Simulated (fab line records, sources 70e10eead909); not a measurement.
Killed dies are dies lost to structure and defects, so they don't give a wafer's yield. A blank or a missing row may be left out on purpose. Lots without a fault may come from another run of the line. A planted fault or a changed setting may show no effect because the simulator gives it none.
A struck lot beside a sound one | flow nand_harc | 15 steps out of a route of 1302
Sound: wafers L615.4, L615.5, L615.6. Struck: wafers L619.1, L619.6. (L619.4 of the same lot was not struck and is left out.) The cause comes at the end.
At each step with rows: each side's tool, then ch and its chambers, then its first start. Under that, the readings that differ: sound wafers | struck wafers | difference of the means | sigmas: that difference in standard deviations of wafers without a fault.
alike: readings whose means differ by less than 2 such deviations, and words and numbers that are the same on both sides. not compared: withheld readings, readings that some wafer has no value for, bounds like >300 that may hide the same value, and numbers for which the record gives no deviation and whose values overlap.
The two part at a step that has a row with sigmas, a row that says differs or no value, or rows on one side only. Numbers that don't overlap but have no deviation are shown without sigmas and don't part them. A reading that every wafer of one side lacks parts them only if that side has two wafers or more.

NHARC_A_ONON_D2_THK_MEAS_08: measures by ellipsometry.
  sound on film_metro-02, day 14 09:10; struck on film_metro-01, day 16 05:29
  alike: thk_nm
then, 1 step without rows for these wafers: NHARC_A_ONON_D2_DEP_09 (target thk 1000 nm).
NHARC_A_ONON_D2_THK_MEAS_11: measures by ellipsometry.
  sound on film_metro-02, day 14 09:44; struck on film_metro-02, day 16 06:04
  alike: thk_nm
then, 1 step without rows for these wafers: NHARC_A_ONON_D2_DEP_12 (target thk 1000 nm).
NHARC_A_ONON_D2_THK_MEAS_14: measures by ellipsometry.
  sound on film_metro-02, day 14 10:19; struck on film_metro-02, day 16 06:37
  alike: thk_nm
then, 2 steps without rows for these wafers: NHARC_A_ONON_D2_ANNEAL_15 (time 3600 s); NHARC_A_ONON_D2_DEP_16 (target thk 1000 nm).
NHARC_A_ONON_D2_THK_MEAS_18: measures by ellipsometry.
  sound on film_metro-01, day 14 18:49; struck on film_metro-01, day 16 14:40
  alike: thk_nm
then, 1 step without rows for these wafers: NHARC_A_ONON_D2_DEP_19 (target thk 1000 nm).
NHARC_A_ONON_D2_THK_MEAS_21: measures by ellipsometry.
  sound on film_metro-02, day 14 19:22; struck on film_metro-01, day 16 15:14
  reading     | sound       | struck    | difference | sigmas
  thk_nm (nm) | 989 991 990 | 1013 1011 | +22        | +2
then, 1 step without rows for these wafers: NHARC_A_ONON_D2_DEP_22 (target thk 1000 nm).
NHARC_A_ONON_D2_THK_MEAS_24: measures by ellipsometry.
  sound on film_metro-02, day 14 19:57; struck on film_metro-01, day 16 15:48
  alike: thk_nm
NHARC_A_ONON_D2_DEP_25: target thk 1000 nm.
  sound on pecvd_onon-03 ch 0, day 14 20:11; struck on pecvd_onon-04 ch 0, day 16 15:51
  alike: n2_flow_sccm, sih4_flow_sccm, susceptor_temp_C
NHARC_A_ONON_D2_THK_MEAS_27: measures by ellipsometry.
  sound on film_metro-01, day 14 20:31; struck on film_metro-01, day 16 16:22
  reading     | sound          | struck  | difference | sigmas
  thk_nm (nm) | 1014 1014 1012 | 551 551 | -462       | -49
then, 1 step without rows for these wafers: NHARC_A_ONON_D2_DEP_28 (target thk 1000 nm).

WHERE THEY PART
First at NHARC_A_ONON_D2_THK_MEAS_21; last, within this record, at NHARC_A_ONON_D2_THK_MEAS_27.

WHY: what the simulator had put in
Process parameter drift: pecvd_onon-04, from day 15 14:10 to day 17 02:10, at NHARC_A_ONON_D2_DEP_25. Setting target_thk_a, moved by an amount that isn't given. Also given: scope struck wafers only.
